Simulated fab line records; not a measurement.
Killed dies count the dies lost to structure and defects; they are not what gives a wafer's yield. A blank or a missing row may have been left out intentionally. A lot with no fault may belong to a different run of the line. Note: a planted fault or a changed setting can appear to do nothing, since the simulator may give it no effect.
Matching of chambers :: flow nand harc :: rie diel-09 running NHARC_A_BLC_DESCUM_15: 4 sister chambers
The step chemistry O2, time 3 s. 4 wafers are shown with their chamber, then 7 later ones without.

## WAFERS PAIRED WITH THEIR CHAMBERS
wafer: L318.4
chamber: 2
showerhead plenum p Torr (Torr): 2.03

wafer: L318.6
chamber: 0
showerhead plenum p Torr (Torr): 1.96

wafer: L323.1
chamber: 1
showerhead plenum p Torr (Torr): 1.89

wafer: L323.5
chamber: 3
showerhead plenum p Torr (Torr): 1.80

## WAFERS WHOSE CHAMBER IS MISSING
wafer: L323.6
showerhead plenum p Torr (Torr): 2.03

wafer: L317.2
showerhead plenum p Torr (Torr): 1.80

wafer: L317.4
showerhead plenum p Torr (Torr): 1.96

wafer: L317.6
showerhead plenum p Torr (Torr): 1.96

wafer: L327.1
showerhead plenum p Torr (Torr): 1.96

wafer: L327.2
showerhead plenum p Torr (Torr): 1.89

wafer: L327.3
showerhead plenum p Torr (Torr): 2.02

## THE CHAMBER EACH PASSED THROUGH
wafer: L323.6
from the rows above: 2
in truth: 2

wafer: L317.2
from the rows above: 3
in truth: 3

wafer: L317.4
from the rows above: 0
in truth: 0

wafer: L317.6
from the rows above: 0
in truth: 0

wafer: L327.1
from the rows above: 0
in truth: 0

wafer: L327.2
from the rows above: 1
in truth: 1

wafer: L327.3
from the rows above: 2
in truth: 2
Correctly placed: 7 of 7. Not placeable from these rows: 0. Wrongly placed: 0.
How it was worked out, from the rows above alone: a wafer's distance from a chamber is the root of the sum, over the readings, of the square of ((its reading less the chamber's mean) divided by the reading's scatter). The wafer belongs to the nearest chamber; if the next one is less than 2 further off, it can't be placed. A chamber's mean is the mean of its shown wafers. The scatter (one wafer shown for each chamber): square how far every hidden wafer sits from the nearest shown wafer, average those squares and take the square root.
